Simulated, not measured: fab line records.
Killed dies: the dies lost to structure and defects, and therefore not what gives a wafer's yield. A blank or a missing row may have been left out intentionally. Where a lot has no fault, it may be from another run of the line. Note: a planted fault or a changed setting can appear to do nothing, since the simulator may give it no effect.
Split-lot trial :: flow n5-finfet :: route with 1938 steps; 7 lots, 21 wafers read

ABOUT THE SPLIT
At N5_MOL_CONTACT_COAG_CVD_140 (deposits W, target thk 66.5 nm, time 215 s), the setting target-thk-a was moved away from the recipe's 665 angstrom on 4 of the 21 wafers read, by -11.8% to -4.7%. This setting was run at the recipe's value on the other wafers.

The reading is taken at the split's own step.

THE READING
W_of_MOL_CONTACT_COAG_CVD_140.thk-nm (the simulator's own value, which no gauge read), in nm, at N5_MOL_CONTACT_COAG_CVD_140 (deposits W, target thk 66.5 nm, time 215 s). The file does not state a usual value for it. Across the 17 wafers here that went through the recipe, the average is 66.4 nm and the standard deviation 0.63 nm.

wafer: L075.1
tool, chamber at the split: cvd-w-01, 0
target-thk-a as run, angstrom: 633.7
against the recipe: -4.7%
W_of_MOL_CONTACT_COAG_CVD_140.thk-nm, nm: 64.6
against lot-mates on the recipe: -2.8

wafer: L075.2
tool, chamber at the split: cvd-w-01, 1,0
target-thk-a as run, angstrom: 665
against the recipe: recipe
W_of_MOL_CONTACT_COAG_CVD_140.thk-nm, nm: 67.4
against lot-mates on the recipe: -

wafer: L075.5
tool, chamber at the split: cvd-w-01, 1,0
target-thk-a as run, angstrom: 665
against the recipe: recipe
W_of_MOL_CONTACT_COAG_CVD_140.thk-nm, nm: 67.4
against lot-mates on the recipe: -

wafer: L080.2
tool, chamber at the split: cvd-w-02, 1
target-thk-a as run, angstrom: 665
against the recipe: recipe
W_of_MOL_CONTACT_COAG_CVD_140.thk-nm, nm: 66.4
against lot-mates on the recipe: -

wafer: L080.5
tool, chamber at the split: cvd-w-02, 1,0
target-thk-a as run, angstrom: 665
against the recipe: recipe
W_of_MOL_CONTACT_COAG_CVD_140.thk-nm, nm: 67
against lot-mates on the recipe: -

wafer: L080.6
tool, chamber at the split: cvd-w-02, 1,0
target-thk-a as run, angstrom: 665
against the recipe: recipe
W_of_MOL_CONTACT_COAG_CVD_140.thk-nm, nm: 67
against lot-mates on the recipe: -

wafer: L081.1
tool, chamber at the split: cvd-w-01, 1
target-thk-a as run, angstrom: 665
against the recipe: recipe
W_of_MOL_CONTACT_COAG_CVD_140.thk-nm, nm: 66.6
against lot-mates on the recipe: -

wafer: L081.3
tool, chamber at the split: cvd-w-01, 1
target-thk-a as run, angstrom: 665
against the recipe: recipe
W_of_MOL_CONTACT_COAG_CVD_140.thk-nm, nm: 66.4
against lot-mates on the recipe: -

wafer: L081.5
tool, chamber at the split: cvd-w-01, 1
target-thk-a as run, angstrom: 665
against the recipe: recipe
W_of_MOL_CONTACT_COAG_CVD_140.thk-nm, nm: 65.4
against lot-mates on the recipe: -

wafer: L084.1
tool, chamber at the split: cvd-w-02, 1
target-thk-a as run, angstrom: 586.6
against the recipe: -11.8%
W_of_MOL_CONTACT_COAG_CVD_140.thk-nm, nm: 58.6
against lot-mates on the recipe: -7.6

wafer: L084.2
tool, chamber at the split: cvd-w-02, 0
target-thk-a as run, angstrom: 665
against the recipe: recipe
W_of_MOL_CONTACT_COAG_CVD_140.thk-nm, nm: 66.2
against lot-mates on the recipe: -

wafer: L084.3
tool, chamber at the split: cvd-w-02, 1
target-thk-a as run, angstrom: 586.6
against the recipe: -11.8%
W_of_MOL_CONTACT_COAG_CVD_140.thk-nm, nm: 59.4
against lot-mates on the recipe: -6.8

wafer: L088.2
tool, chamber at the split: cvd-w-01, 0
target-thk-a as run, angstrom: 665
against the recipe: recipe
W_of_MOL_CONTACT_COAG_CVD_140.thk-nm, nm: 65.4
against lot-mates on the recipe: -

wafer: L088.3
tool, chamber at the split: cvd-w-01, 1
target-thk-a as run, angstrom: 665
against the recipe: recipe
W_of_MOL_CONTACT_COAG_CVD_140.thk-nm, nm: 66
against lot-mates on the recipe: -

wafer: L088.5
tool, chamber at the split: cvd-w-01, 0
target-thk-a as run, angstrom: 665
against the recipe: recipe
W_of_MOL_CONTACT_COAG_CVD_140.thk-nm, nm: 67
against lot-mates on the recipe: -

wafer: L092.1
tool, chamber at the split: cvd-w-02, 1
target-thk-a as run, angstrom: 617.9
against the recipe: -7.1%
W_of_MOL_CONTACT_COAG_CVD_140.thk-nm, nm: 61.6
against lot-mates on the recipe: -4.1

wafer: L092.4
tool, chamber at the split: cvd-w-02, 0
target-thk-a as run, angstrom: 665
against the recipe: recipe
W_of_MOL_CONTACT_COAG_CVD_140.thk-nm, nm: 65.6
against lot-mates on the recipe: -

wafer: L092.5
tool, chamber at the split: cvd-w-02, 0
target-thk-a as run, angstrom: 665
against the recipe: recipe
W_of_MOL_CONTACT_COAG_CVD_140.thk-nm, nm: 65.8
against lot-mates on the recipe: -

wafer: L096.1
tool, chamber at the split: cvd-w-01, 0
target-thk-a as run, angstrom: 665
against the recipe: recipe
W_of_MOL_CONTACT_COAG_CVD_140.thk-nm, nm: 66.6
against lot-mates on the recipe: -

wafer: L096.2
tool, chamber at the split: cvd-w-01, 1
target-thk-a as run, angstrom: 665
against the recipe: recipe
W_of_MOL_CONTACT_COAG_CVD_140.thk-nm, nm: 66.4
against lot-mates on the recipe: -

wafer: L096.3
tool, chamber at the split: cvd-w-01, 0
target-thk-a as run, angstrom: 665
against the recipe: recipe
W_of_MOL_CONTACT_COAG_CVD_140.thk-nm, nm: 67
against lot-mates on the recipe: -
The file does not say which wafer passed through which chamber wherever a row lists several chambers: such a row stands for several wafers.

FIT RESULTS
A straight line over all 21 wafers: W_of_MOL_CONTACT_COAG_CVD_140.thk-nm changes by +0.627 nm for each +1% of target-thk-a; r = +0.97; the points scatter about the line by 0.66 nm.
The same after taking each lot's own level away (the mean of its wafers on the recipe; 21 wafers): +0.606 nm for each +1%; r = +0.99; scatter 0.39 nm.
Per that fit: largest target-thk-a move, reading shift of 7.1 nm.
The span of the lots' own levels, 65.70 to 67.40 nm, comes to 2.7 times the standard deviation stated above.
The two slopes are in agreement: the lot-to-lot level therefore moves the slope only a little.
Check: with one of the wafers moved furthest among these (-11.8%) left out of the fit, the line predicts -6.83 nm for it against its lot-mates. Against them it came out at -7.6 nm.

OTHER SPLITS ON THESE WAFERS
These wafers also went through other splits before the reading. Each is held against what the fit with the lots' levels taken away leaves over:
other split on the same wafers: N5_HKMG_FIN_ETCH_58 source-w
wafers away from the commonest value: 8
r with W_of_MOL_CONTACT_COAG_CVD_140.thk-nm (lot level and that fit taken away): +0.23

other split on the same wafers: N5_HKMG_FIN_ALD_79 ald-cycles
wafers away from the commonest value: 7
r with W_of_MOL_CONTACT_COAG_CVD_140.thk-nm (lot level and that fit taken away): +0.23

other split on the same wafers: N5_MOL_CONTACT_COAG_VIA_ETCH_117 bias-w
wafers away from the commonest value: 7
r with W_of_MOL_CONTACT_COAG_CVD_140.thk-nm (lot level and that fit taken away): +0.10

THE FILE'S OWN FIT
W_of_MOL_CONTACT_COAG_CVD_140.thk-nm changes by +0.601 nm for each +1% of target-thk-a, r = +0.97.
